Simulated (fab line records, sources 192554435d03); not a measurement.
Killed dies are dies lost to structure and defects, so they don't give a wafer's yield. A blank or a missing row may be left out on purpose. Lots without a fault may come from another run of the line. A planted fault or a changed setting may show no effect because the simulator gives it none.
A struck lot beside a sound one | flow n5_finfet | 16 steps out of a route of 1938
Sound: wafers L986.2, L986.3, L986.4. Struck: wafer L993.2. (L993.5 of the same lot was not struck and is left out.) The cause comes at the end.
At each step with rows: each side's tool, then ch and its chambers, then its first start. Under that, the readings that differ: sound wafers | struck wafers | difference of the means | sigmas: that difference in standard deviations of wafers without a fault.
alike: readings whose means differ by less than 2 such deviations, and words and numbers that are the same on both sides. not compared: withheld readings, readings that some wafer has no value for, bounds like >300 that may hide the same value, and numbers for which the record gives no deviation and whose values overlap.
The two part at a step that has a row with sigmas, a row that says differs or no value, or rows on one side only. Numbers that don't overlap but have no deviation are shown without sigmas and don't part them. A reading that every wafer of one side lacks parts them only if that side has two wafers or more.

first, 3 steps without rows for these wafers: N5_SDB_PRECLEAN_38 (cleans in dHF, time 10 s); N5_SDB_PRECLEAN_39 (cleans in O3/DIW, time 45 s); N5_SDB_SRD_28 (time 30 s).
N5_SDB_ALD_29: deposits SiNx, target thk 30 nm, pulse time 1 s, ald cycles 600.
  sound on ald_sin-03 ch 0,1,2, day 4 14:23; struck on ald_sin-04 ch 2, day 6 10:17
  reading            | sound       | struck | difference | sigmas
  heater_power_w (W) | 789 793 789 | 1071   | +281       | +3
  alike: precursor_pulse_height_rel
N5_SDB_CMP_30: polishes, stops on poly-Si, t overpolish 1.54 s, target thk 30 nm.
  sound on cmp-01 ch 0,1,2, day 4 17:07; struck on cmp-03 ch 0, day 6 13:02
  alike: motor_current_A, overpolish_run_s, time_to_endpoint_s
N5_SDB_THK_MEAS_31:
  sound on film_metro-02, day 4 17:25; struck on film_metro-02, day 6 13:19
  alike: SDB_THK
N5_SDB_INSPECT_36: inspects for defects (darkfield).
  sound on defect_inspect-02, day 4 17:27; struck on defect_inspect-02, day 6 13:21
  alike: raw_defect_count
N5_DUMMY_REMOVAL_HM_STRIP_01: strips SiNx in CH3F/O2, stops on poly-Si, target depth 4 nm, time 6.8 s.
  sound on rie_diel-03 ch 1,2,3, day 4 17:29; struck on rie_diel-01 ch 0, day 6 13:23
  reading                | sound       | struck | difference | sigmas
  rf_hours_counter_h (h) | 116 143 244 | 87     | -81        |
  alike: drypump_motor_current_A, oes_product_au, rf_vpp_V, showerhead_plenum_p_Torr, throttle_valve_pct
N5_DUMMY_REMOVAL_STRIP_10: strips in N2/H2, time 40 s.
  sound on rie_diel-03 ch 1,2,3, day 4 17:31; struck on rie_diel-01 ch 0, day 6 13:25
  reading                | sound       | struck | difference | sigmas
  rf_hours_counter_h (h) | 116 143 244 | 87     | -81        |
  alike: drypump_motor_current_A, oes_product_au, rf_vpp_V, showerhead_plenum_p_Torr, throttle_valve_pct
then, 2 steps without rows for these wafers: N5_DUMMY_REMOVAL_PRECLEAN_07 (cleans in dHF, time 30 s); N5_DUMMY_REMOVAL_DUMMY_REMOVE_02 (chemistry TMAH, target poly-Si, stops on SiO2, target depth 142 nm, time 57 s, rinse time 30 s).
N5_DUMMY_REMOVAL_INSPECT_06: inspects for defects (brightfield).
  sound on defect_inspect-02, day 4 17:40; struck on defect_inspect-01, day 6 13:35
  alike: raw_defect_count
N5_DUMMY_REMOVAL_PRECLEAN_08: cleans in NF3:NH3, afs cycles 2, time 20 s, sublimation time 60 s.
  sound on remote_plasma-02 ch 1, day 4 17:44; struck on remote_plasma-02 ch 0, day 6 13:38
  reading    | sound    | struck | difference | sigmas
  time_s (s) | 20 20 20 | 24.226 | +4.226     |
then, 1 step without rows for these wafers: N5_DUMMY_REMOVAL_PRECLEAN_04 (cleans in DHF, time 37 s).
-- the record jumps here: 4 days lie between the struck wafers' starts before and after (it left off in module DUMMY_REMOVAL and takes up again in module BEOL_M4, whose first step shown is number 1111 of the route) --
N5_BEOL_M4_RC_MEAS_101:
  sound on prober-01 ch 0, day 9 01:23; struck on prober-02 ch 0, day 10 16:29
  reading        | sound          | struck | difference | sigmas
  DIBL_N (mV/V)  | 37.7 40.1 39.1 | 34.5   | -4.5       | -2
  DIBL_P (mV/V)  | 37.8 40.1 39.1 | 33.5   | -5.5       | -2
  IOFF_N (nA/um) | 0.20 0.26 0.22 | 0.13   | -0.10      | -2
  ION_N (uA/um)  | 693 705 706    | 662    | -39        | -3
  SS_N (mV/dec)  | 72.1 72.5 72.3 | 70.8   | -1.5       | -2
  SS_P (mV/dec)  | 73.6 74.2 74.0 | 71.9   | -2.0       | -3
  VT_N (mV)      | 244 242 244    | 251    | +8         | +2
  alike: IOFF_P, ION_P, VT_P
-- the record jumps here: 4 days lie between the struck wafers' starts before and after (it left off in module BEOL_M4 and takes up again in module PASSIVATION, whose first step shown is number 1936 of the route) --
N5_PASSIVATION_PROBE_49:
  sound on prober-01, day 13 20:07; struck on prober-01, day 15 04:01
  reading                  | sound          | struck | difference | sigmas
  defect_limited_yield (%) | 87.3 89.8 86.4 | 92.5   | +4.7       | +3
  killed_at_M0_to_M3       | 56 26 70       | 26     | -25        | -2
  killed_at_contacts       | 25 28 26       | 8      | -18        | -3
  killed_dies              | 150 120 160    | 88     | -55        | -3
  killed_open              | 106 78 107     | 56     | -41        | -3
  sort_bin_6_memory (%)    | 4.7 4.3 6.2    | 2.4    | -2.7       | -3
  sort_n_pass              | 1030 1060 1020 | 1092   | +55        | +3
  sort_yield_pct (%)       | 87.3 89.8 86.4 | 92.5   | +4.7       | +3
  alike: killed_at_M4_up, killed_at_front_end, killed_at_other, killed_on_rim, killed_short, sort_bin_5_function, sort_bin_8_speed

WHERE THEY PART
First at N5_SDB_ALD_29; last, within this record, at N5_PASSIVATION_PROBE_49.

WHY: what the simulator had put in
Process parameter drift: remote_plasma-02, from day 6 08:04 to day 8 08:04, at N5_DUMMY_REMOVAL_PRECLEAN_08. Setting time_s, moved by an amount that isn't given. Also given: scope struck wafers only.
